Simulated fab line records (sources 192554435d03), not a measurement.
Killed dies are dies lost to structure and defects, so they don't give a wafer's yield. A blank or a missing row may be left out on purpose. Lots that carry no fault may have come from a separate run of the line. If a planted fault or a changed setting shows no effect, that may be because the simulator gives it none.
Split-lot study -- flow n5Finfet -- 7 lots, 21 wafers read, on a route of 1938 steps

== SPLIT DETAILS ==
At N5_BEOL_M0_SAQP_COAT_08 (resist thk 90 nm), the setting spinRpm was moved away from the recipe's 1500 rpm on 5 of the 21 wafers read, by -6.3% to +8.5%. The other wafers ran this setting at the recipe's value.

== FROM THE SPLIT TO THE READING: what the file shows between them, 4 steps ==
- N5_BEOL_M0_SAQP_EXPOSE_11: exposes mask M0 CORE, target cd 42 nm (also split here: doseMj)
- N5_BEOL_M0_SAQP_PEB_12: peb time 60 s
- N5_BEOL_M0_SAQP_DEVELOP_13: develop time 30 s
- N5_BEOL_M0_SAQP_CD_MEAS_14: target cd 42.5 nm

== THE READING ==
CAR-ArF_of_BEOL_M0_SAQP_COAT_08.thkNm (the simulator's own value, which no gauge read), in nm, at N5_BEOL_M0_SAQP_DESCUM_19 (chemistry O2, time 7.9 s). The file does not state a usual value for it. Across the 16 wafers here that went through the recipe, the average is 83.5 nm and the standard deviation 0.27 nm.

wafer,"tool, chamber at the split","spinRpm as run, rpm",against the recipe,"CAR-ArF_of_BEOL_M0_SAQP_COAT_08.thkNm, nm",against lot-mates on the recipe
L077.1,"lithoTrack-01, 0",1565,+4.3%,81.4,-1.9
L077.2,"lithoTrack-01, 0",1500,recipe,83.2,-
L077.4,"lithoTrack-01, 0",1500,recipe,83.4,-
L079.1,"lithoTrack-03, 0",1500,recipe,83.6,-
L079.3,"lithoTrack-03, 0",1500,recipe,83.4,-
L079.4,"lithoTrack-03, 0",1500,recipe,83.4,-
L087.1,"lithoTrack-03, 0",1500,recipe,84,-
L087.2,"lithoTrack-03, 0",1406,-6.3%,87,+2.9
L087.4,"lithoTrack-03, 0",1500,recipe,84.2,-
L089.2,"lithoTrack-01, 0",1500,recipe,83.4,-
L089.3,"lithoTrack-01, 0",1500,recipe,83.4,-
L089.6,"lithoTrack-01, 0",1580,+5.3%,81,-2.4
L092.2,"lithoTrack-03, 0",1500,recipe,83.4,-
L092.4,"lithoTrack-03, 0",1500,recipe,83.4,-
L092.5,"lithoTrack-03, 0",1500,recipe,83.2,-
L093.3,"lithoTrack-03, 0",1500,recipe,83.2,-
L093.5,"lithoTrack-03, 0",1500,recipe,83.2,-
L093.6,"lithoTrack-03, 0",1500,recipe,83.4,-
L096.3,"lithoTrack-03, 0",1628,+8.5%,80,-3.6
L096.4,"lithoTrack-03, 0",1628,+8.5%,79.8,-3.8
L096.6,"lithoTrack-03, 0",1500,recipe,83.6,-

FIT RESULTS
A straight line over all 21 wafers: CAR-ArF_of_BEOL_M0_SAQP_COAT_08.thkNm changes by -0.458 nm for each +1% of spinRpm; r = -0.98; the points scatter about the line by 0.31 nm.
The same after taking each lot's own level away (the mean of its wafers on the recipe; 21 wafers): -0.442 nm for each +1%; r = -1.00; scatter 0.094 nm.
According to that fit, moving spinRpm by its largest amount changes the reading by 3.8 nm.
The lots' own levels span 83.27 to 84.10 nm, that is 3.1 times the standard deviation above.
The two slopes agree, so the slope changes little with the lot-to-lot level.
Check: with one of the wafers moved furthest among these (+8.5%) left out of the fit, the line predicts -3.83 nm for it against its lot-mates. It came out at -3.6 nm against them.

== OTHER SPLITS APPLIED TO THESE WAFERS ==
These wafers also went through other splits before the reading. Each is held against what the fit with the lots' levels taken away leaves over:
other split on the same wafers,wafers away from the commonest value,r with CAR-ArF_of_BEOL_M0_SAQP_COAT_08.thkNm (lot level and that fit taken away)
N5_MOL_CONTACT_COAG_COAT_64 spinRpm,7,+0.12
N5_MOL_CONTACT_COAG_EXPOSE_37 doseMj,5,-0.02
N5_BEOL_M0_SAQP_EXPOSE_11 doseMj,5,-0.42

== THE WHOLE CHAIN: every reading that the file lists as answering this split, in the file's order ==
step,what it does,reading,change (the file's fit),r (the file's)
N5_BEOL_M0_SAQP_COAT_08,resist thk 90 nm,"CAR-ArF_of_BEOL_M0_SAQP_COAT_08.thkNm (the simulator's own value, which no gauge read)",-0.447 nm for each +1% of the setting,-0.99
N5_BEOL_M0_SAQP_DEVELOP_13,develop time 30 s,"CAR-ArF_of_BEOL_M0_SAQP_COAT_08.thkNm (the simulator's own value, which no gauge read)",-0.433 nm for each +1% of the setting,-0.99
N5_BEOL_M0_SAQP_DESCUM_19,"chemistry O2, time 7.9 s","CAR-ArF_of_BEOL_M0_SAQP_COAT_08.thkNm (the simulator's own value, which no gauge read)",-0.444 nm for each +1% of the setting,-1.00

== THE FILE'S OWN FIT ==
CAR-ArF_of_BEOL_M0_SAQP_COAT_08.thkNm changes by -0.444 nm for each +1% of spinRpm, r = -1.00.
